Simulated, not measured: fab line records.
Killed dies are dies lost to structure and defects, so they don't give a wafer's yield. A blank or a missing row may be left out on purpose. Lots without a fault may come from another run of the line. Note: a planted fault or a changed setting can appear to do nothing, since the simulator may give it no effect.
Matching of chambers | flow n5Finfet | 4 sister chambers for N5_FIN_SAQP_MANDREL2_REMOVE_60 on rieSi-04
The step chemistry HBr/Cl2/O2, target a-Si, stops on SiNx, bt time 10 s. 4 wafers are shown with their chamber, then 7 later ones without.

## EACH WAFER AND ITS CHAMBER
wafer  | chamber | drypumpMotorCurrentA (A)
L076.5 | 2       | 5.9
L079.6 | 3       | 6.1
L080.2 | 0       | 5.2
L080.3 | 1       | 4.6

## WAFERS WITHOUT THEIR CHAMBER
wafer  | drypumpMotorCurrentA (A)
L080.4 | 6.1
L096.2 | 6.1
L096.3 | 5.3
L096.6 | 6.0
L097.2 | 5.2
L097.4 | 5.8
L097.6 | 4.6

## EACH ONE'S CHAMBER
wafer  | from the rows above     | in truth
L080.4 | 3                       | 3
L096.2 | 3                       | 3
L096.3 | 0                       | 0
L096.6 | can't be placed: 2 or 3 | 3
L097.2 | 0                       | 0
L097.4 | 2                       | 2
L097.6 | 1                       | 1
Correct placement for 6 of the 7. These rows do not allow placing 1 (true chamber among the candidates in 1). Placed wrongly: 0.
How it was worked out, from the rows above alone: a wafer's distance from a chamber is the root of the sum, over the readings, of the square of ((its reading less the chamber's mean) divided by the reading's scatter). The wafer belongs to the nearest chamber; if the next one is less than 2 further off, it can't be placed. For every chamber, the mean is computed from those of its wafers that are shown. The scatter: root of mean squared gap, hidden wafer to nearest shown wafer, with one shown wafer a chamber.
